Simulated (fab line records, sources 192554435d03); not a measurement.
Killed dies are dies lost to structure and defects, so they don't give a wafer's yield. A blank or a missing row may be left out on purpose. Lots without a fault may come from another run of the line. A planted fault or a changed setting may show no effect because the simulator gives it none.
Split-lot experiment | flow n5_finfet | 7 lots, 21 wafers read, on a route of 1938 steps

THE SPLIT
At N5_FIN_SAQP_HM_DEP_03 (deposits SiNx from SiH4/NH3/N2, target thk 38 nm, time 33.6 s), the setting time_s was moved away from the recipe's 33.6 s on 9 of the 21 wafers read, by -14.7% to +13.9%. The other wafers ran this setting at the recipe's value.

FROM THE SPLIT TO THE READING: what the file shows between them, 10 steps
- N5_FIN_SAQP_THK_MEAS_05
- N5_FIN_SAQP_EXPOSE_13: exposes mask FIN CORE, target cd 35.6 nm (also split here: dose_mj)
- N5_FIN_SAQP_PEB_14: peb time 60 s
- N5_FIN_SAQP_DEVELOP_15: develop time 30 s
- N5_FIN_SAQP_CD_MEAS_16: target cd 35.6 nm
- N5_FIN_SAQP_SPACER2_ALD_28: deposits SiO2, target thk 8.1 nm, pulse time 1 s, purge time 2 s
- N5_FIN_SAQP_SPACER2_ETCHBACK_29: etches SiO2 in CHF3/O2, target depth 12.2 nm, time 6.1 s
- N5_FIN_SAQP_MANDREL2_REMOVE_60: chemistry HBr/Cl2/O2, target a-Si, stops on SiNx, bt time 10 s
- N5_FIN_SAQP_HM_OPEN_33: chemistry CH3F/O2, target SiNx, target depth 49.4 nm, time 70.6 s
- N5_FIN_SAQP_ETCH_64: etches SiO2 in CF4, target depth 1.5 nm (also split here: bias_w)

THE READING
SiNx_of_FIN_SAQP_HM_DEP_03.thk_nm (the simulator's own value, which no gauge read), in nm, at N5_FIN_SAQP_FIN_ETCH_36 (etches the open film in HBr/Cl2/O2, target depth 120 nm, time 50.4 s). The file gives no usual value for it. The 12 wafers here that ran the recipe average 21.6 nm, standard deviation 0.5 nm.

wafer  | tool, chamber at the split | time_s as run, s | against the recipe | SiNx_of_FIN_SAQP_HM_DEP_03.thk_nm, nm | against lot-mates on the recipe
L075.1 | pecvd-03, 2                | 38.26            | +13.9%             | 26.8                                  | +4.8
L075.3 | pecvd-03, 0                | 33.6             | recipe             | 22                                    | -
L075.5 | pecvd-03, 0                | 38.26            | +13.9%             | 26.4                                  | +4.4
L076.1 | pecvd-04, 0                | 31.77            | -5.4%              | 19.2                                  | -1.9
L076.3 | pecvd-04, 0                | 33.6             | recipe             | 21                                    | -
L076.4 | pecvd-04, 1                | 33.6             | recipe             | 21.2                                  | -
L077.2 | pecvd-02, 2                | 35.52            | +5.7%              | 23                                    | +1.6
L077.3 | pecvd-02, 0                | 33.6             | recipe             | 21                                    | -
L077.6 | pecvd-02, 0                | 33.6             | recipe             | 21.8                                  | -
L079.4 | pecvd-03, 1                | 33.6             | recipe             | 21.8                                  | -
L079.5 | pecvd-03, 0                | 31.83            | -5.3%              | 19.6                                  | -2.6
L079.6 | pecvd-03, 2                | 33.6             | recipe             | 22.6                                  | -
L080.1 | pecvd-02, 2                | 35.8             | +6.5%              | 23.6                                  | +1.8
L080.3 | pecvd-02, 0                | 35.8             | +6.5%              | 23.2                                  | +1.4
L080.4 | pecvd-02, 2                | 33.6             | recipe             | 21.8                                  | -
L082.4 | pecvd-04, 0                | 28.67            | -14.7%             | 15.4                                  | -6.2
L082.5 | pecvd-04, 2                | 33.6             | recipe             | 21.6                                  | -
L082.6 | pecvd-04, 1                | 28.67            | -14.7%             | 16                                    | -5.6
L088.2 | pecvd-02, 1                | 33.6             | recipe             | 21.2                                  | -
L088.4 | pecvd-02, 2                | 33.6             | recipe             | 20.8                                  | -
L088.5 | pecvd-02, 0                | 33.6             | recipe             | 21.8                                  | -

THE FIT
A straight line over all 21 wafers: SiNx_of_FIN_SAQP_HM_DEP_03.thk_nm changes by +0.372 nm for each +1% of time_s; r = +0.98; the points scatter about the line by 0.48 nm.
The same after taking each lot's own level away (the mean of its wafers on the recipe; 21 wafers): +0.36 nm for each +1%; r = +0.99; scatter 0.42 nm.
On that fit, the largest move of time_s shifts the reading by 5.3 nm.
The lots' own levels span 21.10 to 22.20 nm, that is 2.2 times the standard deviation above.
So the lot-to-lot level changes the slope little: the two slopes agree.
Check: with one of the wafers moved furthest among these (-14.7%) left out of the fit, the line predicts -5.23 nm for it against its lot-mates. It came out at -6.2 nm against them.

OTHER SPLITS ON THESE WAFERS
These wafers also went through other splits before the reading. Each is held against what the fit with the lots' levels taken away leaves over:
other split on the same wafers  | wafers away from the commonest value | r with SiNx_of_FIN_SAQP_HM_DEP_03.thk_nm (lot level and that fit taken away)
N5_ZERO_LAYER_PECVD_02 time_s   | 8                                    | +0.11
N5_ZERO_LAYER_COAT_05 spin_rpm  | 9                                    | -0.26
N5_ZERO_LAYER_EXPOSE_08 dose_mj | 6                                    | +0.30
N5_ZERO_LAYER_PEB_09 peb_time_s | as run: not given for these wafers   | -
N5_FIN_SAQP_EXPOSE_13 dose_mj   | 8                                    | -0.45
N5_FIN_SAQP_ETCH_64 bias_w      | 11                                   | -0.08

THE WHOLE CHAIN: every reading that the file lists as answering this split, in the file's order
step                           | what it does                                                         | reading                                                                            | change (the file's fit)               | r (the file's)
N5_FIN_SAQP_HM_DEP_03          | deposits SiNx from SiH4/NH3/N2, target thk 38 nm, time 33.6 s        | SiNx_of_FIN_SAQP_HM_DEP_03.thk_nm (the simulator's own value, which no gauge read) | +0.38 nm for each +1% of the setting  | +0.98
N5_FIN_SAQP_THK_MEAS_05        |                                                                      | thk_nm                                                                             | withheld for each +1% of the setting  | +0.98
N5_FIN_SAQP_MANDREL2_REMOVE_60 | chemistry HBr/Cl2/O2, target a-Si, stops on SiNx, bt time 10 s       | SiNx_of_FIN_SAQP_HM_DEP_03.thk_nm (the simulator's own value, which no gauge read) | +0.385 nm for each +1% of the setting | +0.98
N5_FIN_SAQP_HM_OPEN_33         | chemistry CH3F/O2, target SiNx, target depth 49.4 nm, time 70.6 s    | etch_rf_on_time_s                                                                  | withheld for each +1% of the setting  | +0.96
N5_FIN_SAQP_HM_OPEN_33         | chemistry CH3F/O2, target SiNx, target depth 49.4 nm, time 70.6 s    | etch.depth_nm (the simulator's own value, which no gauge read)                     | +0.38 nm for each +1% of the setting  | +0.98
N5_FIN_SAQP_ETCH_64            | etches SiO2 in CF4, target depth 1.5 nm                              | SiNx_of_FIN_SAQP_HM_DEP_03.thk_nm (the simulator's own value, which no gauge read) | +0.366 nm for each +1% of the setting | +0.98
N5_FIN_SAQP_FIN_ETCH_36        | etches the open film in HBr/Cl2/O2, target depth 120 nm, time 50.4 s | SiNx_of_FIN_SAQP_HM_DEP_03.thk_nm (the simulator's own value, which no gauge read) | +0.359 nm for each +1% of the setting | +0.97

THE FILE'S OWN FIT
SiNx_of_FIN_SAQP_HM_DEP_03.thk_nm changes by +0.359 nm for each +1% of time_s, r = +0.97.
